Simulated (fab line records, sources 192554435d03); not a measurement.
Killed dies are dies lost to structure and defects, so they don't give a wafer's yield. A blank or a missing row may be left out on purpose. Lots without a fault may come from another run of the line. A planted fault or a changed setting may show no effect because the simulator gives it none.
Which tool did it? | flow n5_finfet | 19 lots, 57 wafers sampled, at 6 steps of a route of 1938

WHAT THE GAUGES READ, wafer by wafer
N5_STI_FIN_REVEAL_FIN_H_MEAS_10. Usual: trench_depth_nm 51.8 nm, standard deviation 0.61.
lot  | measured    | on     | trench_depth_nm (nm) | flag
L074 | day 2 14:34 | ocd-02 | 51.5 51.8 51.0       |
L075 | day 2 20:21 | ocd-01 | 50.5 51.2 51.0       |
L076 | day 3 00:46 | ocd-01 | 52.1 51.5 52.2       |
L077 | day 3 07:20 | ocd-02 | 50.9 52.0 50.0       |
L079 | day 3 19:14 | ocd-01 | 53.0 51.9 52.4       |
L080 | day 4 01:26 | ocd-02 | 52.3 51.9 51.5       |
L081 | day 4 06:56 | ocd-01 | 52.0 52.0 51.8       |
L083 | day 4 19:38 | ocd-02 | 51.7 50.4 51.4       |
L084 | day 5 02:26 | ocd-02 | 53.0 52.5 52.3       |
L086 | day 5 18:33 | ocd-02 | 52.1 52.4 52.8       |
L087 | day 5 21:04 | ocd-02 | 51.6 52.3 52.2       |
L090 | day 6 12:46 | ocd-02 | 51.7 51.7 51.6       |
L091 | day 6 18:49 | ocd-01 | 52.3 51.8 51.5       |
L092 | day 6 23:44 | ocd-01 | 52.2 51.9 51.2       |
L093 | day 7 05:58 | ocd-01 | 52.4 52.9 52.2       |
L094 | day 7 13:44 | ocd-02 | 51.4 51.5 51.4       |
L095 | day 7 18:17 | ocd-02 | 51.8 52.6 52.2       |
L096 | day 8 01:02 | ocd-02 | 51.8 53.0 52.1       |
L097 | day 8 06:51 | ocd-02 | 51.2 51.5 51.5       |

WHICH TOOL RAN EACH LOT (tool, then ch and the chambers of the sampled wafers, then the start)
lot  | N5_PMOS_HMC_CHANNEL_EPI_ETCH_32   | N5_FIN_CUT_DESCUM_13              | N5_FIN_CUT_ETCH_21                | N5_STI_FIN_REVEAL_STRIP_24        | N5_STI_FIN_REVEAL_OXIDATION_33
L074 | rie_diel-02 ch 0,1,2, day 1 17:52 | rie_diel-06 ch 1,2,3, day 2 03:48 | rie_diel-06 ch 1,2,3, day 2 03:53 | rie_diel-03 ch 1,2, day 2 11:36   | plasma_asher-02 ch 0,1, day 2 14:22
L075 | rie_diel-05 ch 1,2,3, day 2 00:33 | rie_diel-06 ch 0,2,3, day 2 10:26 | rie_diel-06 ch 0,2,3, day 2 10:32 | rie_diel-01 ch 0,1,3, day 2 17:24 | plasma_asher-02 ch 0,1, day 2 20:10
L076 | rie_diel-02 ch 1,2,3, day 2 05:31 | rie_diel-06 ch 2,3, day 2 14:36   | rie_diel-06 ch 2,3, day 2 14:41   | rie_diel-01 ch 1,2, day 2 21:51   | plasma_asher-02 ch 0,1, day 3 00:35
L077 | rie_diel-05 ch 0,1, day 2 11:50   | rie_diel-02 ch 2,3, day 2 21:00   | rie_diel-02 ch 2,3, day 2 21:05   | rie_diel-03 ch 0,2,3, day 3 04:25 | plasma_asher-01 ch 1, day 3 07:09
L079 | rie_diel-06 ch 0,2,3, day 2 23:44 | rie_diel-06 ch 0,1, day 3 09:35   | rie_diel-06 ch 0,1, day 3 09:40   | rie_diel-03 ch 0,2,3, day 3 16:15 | plasma_asher-02 ch 0,1, day 3 19:02
L080 | rie_diel-05 ch 1,2,3, day 3 05:22 | rie_diel-06 ch 0,1,3, day 3 15:02 | rie_diel-06 ch 0,1,3, day 3 15:08 | rie_diel-04 ch 1,2,3, day 3 22:29 | plasma_asher-02 ch 0,1, day 4 01:14
L081 | rie_diel-02 ch 1,2,3, day 3 11:34 | rie_diel-06 ch 0,2,3, day 3 20:53 | rie_diel-06 ch 0,2,3, day 3 20:59 | rie_diel-01 ch 0,1,3, day 4 04:01 | plasma_asher-02 ch 0,1, day 4 06:44
L083 | rie_diel-05 ch 0,1,3, day 3 23:30 | rie_diel-06 ch 0,1,3, day 4 08:43 | rie_diel-06 ch 0,1,3, day 4 08:49 | rie_diel-04 ch 0,1,2, day 4 16:40 | plasma_asher-02 ch 0,1, day 4 19:26
L084 | rie_diel-02 ch 0,1,3, day 4 05:23 | rie_diel-02 ch 0,1,2, day 4 15:23 | rie_diel-02 ch 0,1,2, day 4 15:29 | rie_diel-04 ch 1,2,3, day 4 23:10 | plasma_asher-02 ch 0, day 5 02:11
L086 | rie_diel-06 ch 0,1,3, day 4 17:50 | rie_diel-02 ch 1,2,3, day 5 07:53 | rie_diel-02 ch 1,2,3, day 5 07:58 | rie_diel-01 ch 1,2,3, day 5 15:37 | plasma_asher-02 ch 0,1, day 5 18:20
L087 | rie_diel-02 ch 0,2, day 4 23:31   | rie_diel-05 ch 1,2, day 5 11:32   | rie_diel-05 ch 1,2, day 5 11:38   | rie_diel-01 ch 1,2,3, day 5 18:10 | plasma_asher-01 ch 0,1, day 5 20:53
L090 | rie_diel-02 ch 0,1,3, day 5 17:25 | rie_diel-06 ch 0,1, day 6 02:49   | rie_diel-06 ch 0,1, day 6 02:55   | rie_diel-03 ch 0,1,3, day 6 09:52 | plasma_asher-02 ch 1, day 6 12:34
L091 | rie_diel-02 ch 0,3, day 5 23:26   | rie_diel-06 ch 1,2,3, day 6 09:10 | rie_diel-06 ch 1,2,3, day 6 09:16 | rie_diel-03 ch 0,2,3, day 6 15:54 | plasma_asher-01 ch 0,1, day 6 18:37
L092 | rie_diel-06 ch 1,3, day 6 04:59   | rie_diel-06 ch 1,3, day 6 14:04   | rie_diel-06 ch 1,3, day 6 14:10   | rie_diel-03 ch 0,1,3, day 6 20:49 | plasma_asher-02 ch 0,1, day 6 23:33
L093 | rie_diel-02 ch 0,1, day 6 11:32   | rie_diel-06 ch 1,2, day 6 20:26   | rie_diel-06 ch 1,2, day 6 20:32   | rie_diel-04 ch 0,1,2, day 7 03:04 | plasma_asher-01 ch 0,1, day 7 05:47
L094 | rie_diel-06 ch 1,2,3, day 6 17:28 | rie_diel-05 ch 1,2, day 7 03:23   | rie_diel-05 ch 1,2, day 7 03:29   | rie_diel-01 ch 0,3, day 7 10:43   | plasma_asher-02 ch 0,1, day 7 13:32
L095 | rie_diel-06 ch 0,1,2, day 6 23:13 | rie_diel-05 ch 0,1,2, day 7 08:32 | rie_diel-05 ch 0,1,2, day 7 08:37 | rie_diel-03 ch 0,1,2, day 7 15:22 | plasma_asher-02 ch 0,1, day 7 18:05
L096 | rie_diel-06 ch 0,2,3, day 7 05:16 | rie_diel-02 ch 0,1,3, day 7 14:51 | rie_diel-02 ch 0,1,3, day 7 14:56 | rie_diel-03 ch 1,2,3, day 7 22:04 | plasma_asher-01 ch 0,1, day 8 00:50
L097 | rie_diel-06 ch 0,3, day 7 11:42   | rie_diel-02 ch 0,1,2, day 7 21:04 | rie_diel-02 ch 0,1,2, day 7 21:10 | rie_diel-01 ch 0,1,2, day 8 03:56 | plasma_asher-02 ch 1, day 8 06:39
- N5_PMOS_HMC_CHANNEL_EPI_ETCH_32: etches BARC in N2/H2, stops on SiO2, target depth 85.8 nm, time 50.3 s.
- N5_FIN_CUT_DESCUM_13: chemistry O2, time 7 s.
- N5_FIN_CUT_ETCH_21: etches SOC in N2/H2, target depth 219 nm, overetch 43.8 nm, time 523.5 s.
- N5_STI_FIN_REVEAL_STRIP_24: strips in N2/H2, time 90 s.
- N5_STI_FIN_REVEAL_OXIDATION_33: chemistry O2 PLASMA REMOTE, time 20 s.

WHAT THE TOOLS THEMSELVES READ (means of the sampled wafers that have a number; where no wafer has one, the mark that the record gives instead)
N5_PMOS_HMC_CHANNEL_EPI_ETCH_32. Usual: bias_w 150.0 W, standard deviation 0.44; chamber_pressure_mTorr 29.998 mTorr, standard deviation 0.025; drypump_motor_current_A 5.6 A, standard deviation 0.49; oes_product_au 0.65 a.u., standard deviation 0.053; rf_vpp_V 524 V, standard deviation 3.3; showerhead_plenum_p_Torr 2.56 Torr, standard deviation 0.12; throttle_valve_pct 18.01 %, standard deviation 0.3.
lot  | tool        | bias_w (W) | chamber_pressure_mTorr (mTorr) | drypump_motor_current_A (A) | oes_product_au (a.u.) | rf_vpp_V (V) | showerhead_plenum_p_Torr (Torr) | throttle_valve_pct (%) | flag
L074 | rie_diel-02 | 149.7      | 30.007                         | 5.3                         | 0.63                  | 523          | 2.49                            | 18.10                  |
L075 | rie_diel-05 | 150.2      | 30.002                         | 5.4                         | 0.72                  | 526          | 2.65                            | 18.02                  |
L076 | rie_diel-02 | 150.3      | 30.033                         | 5.4                         | 0.63                  | 522          | 2.50                            | 18.09                  |
L077 | rie_diel-05 | 149.8      | 29.972                         | 5.8                         | 0.76                  | 524          | 2.54                            | 17.92                  |
L079 | rie_diel-06 | 150.3      | 30.037                         | 5.8                         | 0.64                  | 524          | 2.54                            | 17.86                  |
L080 | rie_diel-05 | 149.9      | 29.984                         | 5.4                         | 0.70                  | 527          | 2.65                            | 18.03                  |
L081 | rie_diel-02 | 150.3      | 29.993                         | 5.4                         | 0.63                  | 522          | 2.50                            | 18.11                  |
L083 | rie_diel-05 | 150.1      | 30.012                         | 5.8                         | 0.69                  | 525          | 2.56                            | 17.89                  |
L084 | rie_diel-02 | 150.2      | 30.000                         | 5.4                         | 0.64                  | 524          | 2.58                            | 18.19                  |
L086 | rie_diel-06 | 150.1      | 29.974                         | 6.1                         | 0.70                  | 525          | 2.60                            | 17.65                  |
L087 | rie_diel-02 | 150.1      | 30.004                         | 5.1                         | 0.61                  | 521          | 2.48                            | 17.88                  |
L090 | rie_diel-02 | 150.0      | 29.995                         | 5.4                         | 0.64                  | 524          | 2.57                            | 18.21                  |
L091 | rie_diel-02 | 149.8      | 29.981                         | 5.4                         | 0.65                  | 527          | 2.65                            | 18.04                  |
L092 | rie_diel-06 | 149.6      | 30.000                         | 6.5                         | 0.69                  | 527          | 2.67                            | 17.68                  |
L093 | rie_diel-02 | 150.3      | 29.992                         | 5.4                         | 0.64                  | 524          | 2.56                            | 18.23                  |
L094 | rie_diel-06 | 150.1      | 30.002                         | 6.3                         | 0.67                  | 526          | 2.62                            | 17.84                  |
L095 | rie_diel-06 | 149.7      | 30.016                         | 5.9                         | 0.66                  | 524          | 2.55                            | 17.84                  |
L096 | rie_diel-06 | 149.9      | 29.995                         | 5.8                         | 0.62                  | 524          | 2.53                            | 17.91                  |
L097 | rie_diel-06 | 149.3      | 30.010                         | 5.6                         | 0.64                  | 523          | 2.50                            | 17.77                  |

N5_FIN_CUT_DESCUM_13. Usual: chamber_pressure_mTorr 19.998 mTorr, standard deviation 0.019; drypump_motor_current_A 5.7 A, standard deviation 0.56; o2_flow_sccm 225.0 sccm, standard deviation 0.74; oes_product_au 0.77 a.u., standard deviation 0.075; rf_vpp_V 243.6 V, standard deviation 1.6; showerhead_plenum_p_Torr 2.11 Torr, standard deviation 0.091; throttle_valve_pct 20.42 %, standard deviation 0.26.
lot  | tool        | chamber_pressure_mTorr (mTorr) | drypump_motor_current_A (A) | o2_flow_sccm (sccm) | oes_product_au (a.u.) | rf_vpp_V (V) | showerhead_plenum_p_Torr (Torr) | throttle_valve_pct (%) | flag
L074 | rie_diel-06 | 20.006                         | 6.3                         | 224.6               | 0.72                  | 244.1        | 2.07                            | 20.36                  |
L075 | rie_diel-06 | 20.027                         | 5.8                         | 224.9               | 0.75                  | 243.9        | 2.09                            | 20.37                  |
L076 | rie_diel-06 | 19.997                         | 6.1                         | 225.3               | 0.72                  | 242.7        | 2.11                            | 20.48                  |
L077 | rie_diel-02 | 19.998                         | 5.3                         | 225.7               | 0.76                  | 243.5        | 2.11                            | 20.41                  |
L079 | rie_diel-06 | 20.013                         | 5.6                         | 224.8               | 0.84                  | 243.3        | 2.07                            | 20.18                  |
L080 | rie_diel-06 | 20.011                         | 6.1                         | 224.6               | 0.84                  | 244.8        | 2.14                            | 20.15                  |
L081 | rie_diel-06 | 19.982                         | 5.8                         | 225.1               | 0.74                  | 242.0        | 2.09                            | 20.38                  |
L083 | rie_diel-06 | 20.002                         | 6.1                         | 225.2               | 0.83                  | 244.3        | 2.14                            | 20.15                  |
L084 | rie_diel-02 | 19.985                         | 5.3                         | 224.6               | 0.72                  | 242.9        | 2.05                            | 20.67                  |
L086 | rie_diel-02 | 19.995                         | 5.4                         | 225.3               | 0.72                  | 242.1        | 2.03                            | 20.58                  |
L087 | rie_diel-05 | 19.996                         | 5.2                         | 224.5               | 0.80                  | 244.2        | 2.15                            | 20.63                  |
L090 | rie_diel-06 | 20.016                         | 6.1                         | 224.5               | 0.86                  | 244.2        | 2.14                            | 20.08                  |
L091 | rie_diel-06 | 20.010                         | 6.3                         | 225.6               | 0.78                  | 244.2        | 2.15                            | 20.28                  |
L092 | rie_diel-06 | 19.984                         | 6.6                         | 223.8               | 0.85                  | 245.0        | 2.20                            | 20.05                  |
L093 | rie_diel-06 | 19.992                         | 6.4                         | 225.1               | 0.81                  | 244.2        | 2.16                            | 20.19                  |
L094 | rie_diel-05 | 20.009                         | 5.2                         | 225.3               | 0.78                  | 244.5        | 2.15                            | 20.64                  |
L095 | rie_diel-05 | 20.006                         | 5.6                         | 224.9               | 0.78                  | 243.3        | 2.09                            | 20.60                  |
L096 | rie_diel-02 | 19.996                         | 5.4                         | 225.3               | 0.73                  | 242.9        | 2.11                            | 20.75                  |
L097 | rie_diel-02 | 20.011                         | 5.3                         | 225.0               | 0.81                  | 243.8        | 2.13                            | 20.58                  |

N5_FIN_CUT_ETCH_21. Usual: bias_w 61.00 W, standard deviation 0.17; chamber_pressure_mTorr 30.000 mTorr, standard deviation 0.028; drypump_motor_current_A 5.7 A, standard deviation 0.56; oes_product_au 0.71 a.u., standard deviation 0.066; rf_vpp_V 241.2 V, standard deviation 1.5; showerhead_plenum_p_Torr 2.57 Torr, standard deviation 0.11; throttle_valve_pct 17.87 %, standard deviation 0.3.
lot  | tool        | bias_w (W) | chamber_pressure_mTorr (mTorr) | drypump_motor_current_A (A) | oes_product_au (a.u.) | rf_vpp_V (V) | showerhead_plenum_p_Torr (Torr) | throttle_valve_pct (%) | flag
L074 | rie_diel-06 | 60.92      | 30.055                         | 6.3                         | 0.67                  | 240.5        | 2.53                            | 17.85                  |
L075 | rie_diel-06 | 60.85      | 30.018                         | 5.8                         | 0.70                  | 241.3        | 2.54                            | 17.77                  |
L076 | rie_diel-06 | 60.86      | 30.008                         | 6.1                         | 0.67                  | 240.9        | 2.57                            | 17.92                  |
L077 | rie_diel-02 | 60.92      | 29.988                         | 5.3                         | 0.70                  | 241.4        | 2.58                            | 17.85                  |
L079 | rie_diel-06 | 61.02      | 29.977                         | 5.6                         | 0.77                  | 241.3        | 2.53                            | 17.56                  |
L080 | rie_diel-06 | 60.92      | 30.005                         | 6.1                         | 0.77                  | 241.9        | 2.61                            | 17.58                  |
L081 | rie_diel-06 | 61.07      | 29.984                         | 5.8                         | 0.69                  | 241.1        | 2.54                            | 17.79                  |
L083 | rie_diel-06 | 61.10      | 30.020                         | 6.1                         | 0.76                  | 241.5        | 2.61                            | 17.59                  |
L084 | rie_diel-02 | 61.03      | 30.014                         | 5.3                         | 0.67                  | 239.9        | 2.48                            | 18.07                  |
L086 | rie_diel-02 | 60.98      | 30.015                         | 5.4                         | 0.67                  | 239.6        | 2.49                            | 18.06                  |
L087 | rie_diel-05 | 61.11      | 30.032                         | 5.2                         | 0.74                  | 241.8        | 2.64                            | 18.23                  |
L090 | rie_diel-06 | 60.82      | 29.973                         | 6.1                         | 0.79                  | 242.3        | 2.62                            | 17.52                  |
L091 | rie_diel-06 | 61.04      | 29.989                         | 6.3                         | 0.72                  | 242.3        | 2.62                            | 17.75                  |
L092 | rie_diel-06 | 60.99      | 29.976                         | 6.6                         | 0.78                  | 241.9        | 2.69                            | 17.54                  |
L093 | rie_diel-06 | 60.97      | 29.968                         | 6.4                         | 0.75                  | 242.2        | 2.64                            | 17.69                  |
L094 | rie_diel-05 | 61.02      | 30.015                         | 5.2                         | 0.72                  | 242.0        | 2.64                            | 18.27                  |
L095 | rie_diel-05 | 60.92      | 29.987                         | 5.6                         | 0.72                  | 241.0        | 2.55                            | 18.13                  |
L096 | rie_diel-02 | 61.01      | 30.012                         | 5.4                         | 0.67                  | 240.3        | 2.57                            | 18.18                  |
L097 | rie_diel-02 | 60.99      | 30.017                         | 5.3                         | 0.75                  | 241.2        | 2.59                            | 17.95                  |

N5_STI_FIN_REVEAL_STRIP_24. Usual: chamber_pressure_mTorr 100.00 mTorr, standard deviation 0.087; drypump_motor_current_A 5.6 A, standard deviation 0.45; oes_product_au 0.78 a.u., standard deviation 0.065; rf_vpp_V 45.4 V, standard deviation 0.88; showerhead_plenum_p_Torr 3.42 Torr, standard deviation 0.089; throttle_valve_pct 12.12 %, standard deviation 0.19.
lot  | tool        | chamber_pressure_mTorr (mTorr) | drypump_motor_current_A (A) | oes_product_au (a.u.) | rf_vpp_V (V) | showerhead_plenum_p_Torr (Torr) | throttle_valve_pct (%) | flag
L074 | rie_diel-03 | 99.97                          | 5.3                         | 0.81                  | 46.0         | 3.41                            | 11.94                  |
L075 | rie_diel-01 | 100.08                         | 5.7                         | 0.74                  | 45.3         | 3.36                            | 12.22                  |
L076 | rie_diel-01 | 100.05                         | 5.0                         | 0.74                  | 45.5         | 3.43                            | 12.23                  |
L077 | rie_diel-03 | 99.99                          | 5.5                         | 0.78                  | 44.9         | 3.47                            | 12.03                  |
L079 | rie_diel-03 | 100.00                         | 5.5                         | 0.78                  | 44.8         | 3.47                            | 12.03                  |
L080 | rie_diel-04 | 99.94                          | 6.0                         | 0.80                  | 45.0         | 3.43                            | 12.11                  |
L081 | rie_diel-01 | 100.02                         | 5.7                         | 0.81                  | 46.3         | 3.49                            | 12.02                  |
L083 | rie_diel-04 | 99.98                          | 6.1                         | 0.80                  | 44.3         | 3.39                            | 12.18                  |
L084 | rie_diel-04 | 99.99                          | 6.0                         | 0.79                  | 44.9         | 3.43                            | 12.13                  |
L086 | rie_diel-01 | 100.01                         | 5.4                         | 0.78                  | 44.9         | 3.44                            | 12.13                  |
L087 | rie_diel-01 | 100.01                         | 5.4                         | 0.78                  | 44.8         | 3.44                            | 12.13                  |
L090 | rie_diel-03 | 100.07                         | 5.6                         | 0.76                  | 45.3         | 3.47                            | 12.08                  |
L091 | rie_diel-03 | 99.95                          | 5.5                         | 0.76                  | 45.0         | 3.45                            | 12.09                  |
L092 | rie_diel-03 | 99.99                          | 5.5                         | 0.75                  | 45.6         | 3.47                            | 12.10                  |
L093 | rie_diel-04 | 100.07                         | 6.1                         | 0.77                  | 45.2         | 3.38                            | 12.24                  |
L094 | rie_diel-01 | 99.96                          | 6.0                         | 0.80                  | 45.2         | 3.43                            | 12.03                  |
L095 | rie_diel-03 | 100.00                         | 5.3                         | 0.78                  | 46.2         | 3.43                            | 11.99                  |
L096 | rie_diel-03 | 99.99                          | 5.5                         | 0.74                  | 43.9         | 3.40                            | 12.17                  |
L097 | rie_diel-01 | 99.99                          | 5.2                         | 0.73                  | 44.2         | 3.36                            | 12.28                  |

N5_STI_FIN_REVEAL_OXIDATION_33. Usual: chamber_pressure_mTorr 1000.1 mTorr, standard deviation 0.88; drypump_motor_current_A 6.0 A, standard deviation 0.66; heater_power_w 151 W, standard deviation 9.5; o2_flow_sccm 3001 sccm, standard deviation 9.7.
lot  | tool            | chamber_pressure_mTorr (mTorr) | drypump_motor_current_A (A) | heater_power_w (W) | o2_flow_sccm (sccm) | flag
L074 | plasma_asher-02 | 1000.5                         | 6.4                         | 150                | 2994                |
L075 | plasma_asher-02 | 999.8                          | 6.4                         | 151                | 3005                |
L076 | plasma_asher-02 | 999.4                          | 6.4                         | 149                | 3003                |
L077 | plasma_asher-01 | 1000.3                         | 4.9                         | 143                | 3003                |
L079 | plasma_asher-02 | 999.9                          | 6.4                         | 151                | 2996                |
L080 | plasma_asher-02 | 999.9                          | 6.4                         | 151                | 3002                |
L081 | plasma_asher-02 | 1000.2                         | 6.4                         | 153                | 2998                |
L083 | plasma_asher-02 | 999.3                          | 6.4                         | 154                | 3014                |
L084 | plasma_asher-02 | 1000.7                         | 6.7                         | 143                | 2992                |
L086 | plasma_asher-02 | 1000.1                         | 6.4                         | 152                | 3007                |
L087 | plasma_asher-01 | 999.7                          | 5.7                         | 146                | 3003                |
L090 | plasma_asher-02 | 1000.8                         | 5.6                         | 165                | 2994                |
L091 | plasma_asher-01 | 1000.0                         | 5.7                         | 145                | 3008                |
L092 | plasma_asher-02 | 999.4                          | 6.4                         | 148                | 2995                |
L093 | plasma_asher-01 | 999.6                          | 5.7                         | 144                | 3008                |
L094 | plasma_asher-02 | 999.5                          | 6.1                         | 157                | 3008                |
L095 | plasma_asher-02 | 1000.3                         | 6.4                         | 150                | 3005                |
L096 | plasma_asher-01 | 999.7                          | 5.3                         | 143                | 3004                |
L097 | plasma_asher-02 | 1000.1                         | 5.7                         | 163                | 3008                |

THE ANSWER, worked out from the rows above alone
Rule: a lot is off if the mean of its wafers that have a number lies more than 3 standard deviations from the usual mean. A lot without any number at a reading at which 4 lots or more have one is off too. The other lots that the step has rows for count as sound. The gauges are gone through in route order, then the tools' own readings, and for those a lot's mean is taken as printed above. The first step at which some lot is off is used, and at that step the reading that is off furthest; a lot without a number counts as furthest.
No lot is off at any reading shown: from this, nothing can be told.

WHAT THE SIMULATOR HAD PUT IN
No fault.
